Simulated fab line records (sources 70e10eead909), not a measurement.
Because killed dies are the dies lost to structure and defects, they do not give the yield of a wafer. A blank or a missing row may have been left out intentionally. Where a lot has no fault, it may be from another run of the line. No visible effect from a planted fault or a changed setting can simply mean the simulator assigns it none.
Matching of chambers :: flow nand_harc :: rie_diel-13 running NHARC_A_STAIRCASE_TRIM_187: 4 sister chambers
The step chemistry O2, time 211.2 s. 22 wafers are shown with their chamber, then 11 later ones without.

WAFERS WITH THEIR CHAMBER
wafer: L076.1
chamber: 2
drypump_motor_current_A (A): 5.4
showerhead_plenum_p_Torr (Torr): 3.40
oes_product_au (a.u.): 0.985

wafer: L076.3
chamber: 0
drypump_motor_current_A (A): 5.9
showerhead_plenum_p_Torr (Torr): 3.74
oes_product_au (a.u.): 1.002

wafer: L076.4
chamber: 1
drypump_motor_current_A (A): 6.5
showerhead_plenum_p_Torr (Torr): 3.80
oes_product_au (a.u.): 1.005

wafer: L076.2
chamber: 3
drypump_motor_current_A (A): 5.9
showerhead_plenum_p_Torr (Torr): 3.80
oes_product_au (a.u.): 0.995

wafer: L076.5
chamber: 0
drypump_motor_current_A (A): 5.9
showerhead_plenum_p_Torr (Torr): 3.74
oes_product_au (a.u.): 1.005

wafer: L076.6
chamber: 1
drypump_motor_current_A (A): 6.5
showerhead_plenum_p_Torr (Torr): 3.80
oes_product_au (a.u.): 0.999

wafer: L078.1
chamber: 1
drypump_motor_current_A (A): 6.5
showerhead_plenum_p_Torr (Torr): 3.80
oes_product_au (a.u.): 1.007

wafer: L078.2
chamber: 3
drypump_motor_current_A (A): 5.9
showerhead_plenum_p_Torr (Torr): 3.80
oes_product_au (a.u.): 1.001

wafer: L078.3
chamber: 2
drypump_motor_current_A (A): 5.4
showerhead_plenum_p_Torr (Torr): 3.39
oes_product_au (a.u.): 1.004

wafer: L078.4
chamber: 0
drypump_motor_current_A (A): 5.9
showerhead_plenum_p_Torr (Torr): 3.73
oes_product_au (a.u.): 1.010

wafer: L078.5
chamber: 2
drypump_motor_current_A (A): 5.4
showerhead_plenum_p_Torr (Torr): 3.39
oes_product_au (a.u.): 0.997

wafer: L078.6
chamber: 3
drypump_motor_current_A (A): 5.9
showerhead_plenum_p_Torr (Torr): 3.80
oes_product_au (a.u.): 1.001

wafer: L081.1
chamber: 1
drypump_motor_current_A (A): 6.6
showerhead_plenum_p_Torr (Torr): 3.79
oes_product_au (a.u.): 0.990

wafer: L081.2
chamber: 3
drypump_motor_current_A (A): 5.9
showerhead_plenum_p_Torr (Torr): 3.79
oes_product_au (a.u.): 0.998

wafer: L081.5
chamber: 0
drypump_motor_current_A (A): 5.9
showerhead_plenum_p_Torr (Torr): 3.73
oes_product_au (a.u.): 1.000

wafer: L082.2
chamber: 0
drypump_motor_current_A (A): 5.9
showerhead_plenum_p_Torr (Torr): 3.73
oes_product_au (a.u.): 1.006

wafer: L082.3
chamber: 1
drypump_motor_current_A (A): 6.5
showerhead_plenum_p_Torr (Torr): 3.79
oes_product_au (a.u.): 0.996

wafer: L082.6
chamber: 0
drypump_motor_current_A (A): 5.9
showerhead_plenum_p_Torr (Torr): 3.73
oes_product_au (a.u.): 1.008

wafer: L088.1
chamber: 0
drypump_motor_current_A (A): 5.9
showerhead_plenum_p_Torr (Torr): 3.71
oes_product_au (a.u.): 1.007

wafer: L088.2
chamber: 1
drypump_motor_current_A (A): 6.5
showerhead_plenum_p_Torr (Torr): 3.78
oes_product_au (a.u.): 0.991

wafer: L088.3
chamber: 3
drypump_motor_current_A (A): 5.9
showerhead_plenum_p_Torr (Torr): 3.78
oes_product_au (a.u.): 0.996

wafer: L089.1
chamber: 0
drypump_motor_current_A (A): 6.0
showerhead_plenum_p_Torr (Torr): 3.71
oes_product_au (a.u.): 0.996

SIGNATURES (means of the wafers above)
reading: drypump_motor_current_A
chamber 0: 5.913
chamber 1: 6.517
chamber 2: 5.400
chamber 3: 5.900
scatter within a chamber: 0.0308

reading: showerhead_plenum_p_Torr
chamber 0: 3.7275
chamber 1: 3.7933
chamber 2: 3.3933
chamber 3: 3.7940
scatter within a chamber: 0.00963

reading: oes_product_au
chamber 0: 1.00425
chamber 1: 0.99800
chamber 2: 0.99533
chamber 3: 0.99820
scatter within a chamber: 0.00584
Rule: for a wafer and a chamber, the distance is found by dividing, reading by reading, the gap between the wafer's reading and the chamber's mean by the reading's scatter, squaring, summing and taking the root. If the next closest chamber is less than 2 further off than the closest, the wafer can't be placed; otherwise it belongs to the closest. The scatter is the square root of a quotient: the sum, over the shown wafers, of each reading's squared deviation from its chamber's mean, divided by wafers minus chambers.

WAFERS MISSING THEIR CHAMBER
wafer: L089.4
drypump_motor_current_A (A): 5.4
showerhead_plenum_p_Torr (Torr): 3.37
oes_product_au (a.u.): 0.994

wafer: L089.6
drypump_motor_current_A (A): 5.9
showerhead_plenum_p_Torr (Torr): 3.77
oes_product_au (a.u.): 1.001

wafer: L093.3
drypump_motor_current_A (A): 5.4
showerhead_plenum_p_Torr (Torr): 3.37
oes_product_au (a.u.): 0.990

wafer: L093.4
drypump_motor_current_A (A): 5.9
showerhead_plenum_p_Torr (Torr): 3.77
oes_product_au (a.u.): 1.000

wafer: L093.5
drypump_motor_current_A (A): 5.4
showerhead_plenum_p_Torr (Torr): 3.37
oes_product_au (a.u.): 0.993

wafer: L096.3
drypump_motor_current_A (A): 6.6
showerhead_plenum_p_Torr (Torr): 3.77
oes_product_au (a.u.): 0.996

wafer: L096.4
drypump_motor_current_A (A): 5.9
showerhead_plenum_p_Torr (Torr): 3.70
oes_product_au (a.u.): 1.010

wafer: L096.6
drypump_motor_current_A (A): 5.4
showerhead_plenum_p_Torr (Torr): 3.36
oes_product_au (a.u.): 0.978

wafer: L097.1
drypump_motor_current_A (A): 6.5
showerhead_plenum_p_Torr (Torr): 3.77
oes_product_au (a.u.): 0.988

wafer: L097.4
drypump_motor_current_A (A): 5.9
showerhead_plenum_p_Torr (Torr): 3.76
oes_product_au (a.u.): 1.010

wafer: L097.5
drypump_motor_current_A (A): 5.9
showerhead_plenum_p_Torr (Torr): 3.76
oes_product_au (a.u.): 1.010

CHAMBER TAKEN BY EACH
wafer: L089.4
from the rows above: 2
in truth: 2

wafer: L089.6
from the rows above: can't be placed: 3 or 0
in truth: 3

wafer: L093.3
from the rows above: 2
in truth: 2

wafer: L093.4
from the rows above: can't be placed: 3 or 0
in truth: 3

wafer: L093.5
from the rows above: 2
in truth: 2

wafer: L096.3
from the rows above: 1
in truth: 1

wafer: L096.4
from the rows above: 0
in truth: 0

wafer: L096.6
from the rows above: 2
in truth: 2

wafer: L097.1
from the rows above: 1
in truth: 1

wafer: L097.4
from the rows above: can't be placed: 0 or 3
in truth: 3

wafer: L097.5
from the rows above: can't be placed: 0 or 3
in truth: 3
Correctly placed: 7 of 11. Not placeable from these rows: 4 (in 4, the candidates include the true chamber). Number placed wrongly: 0.
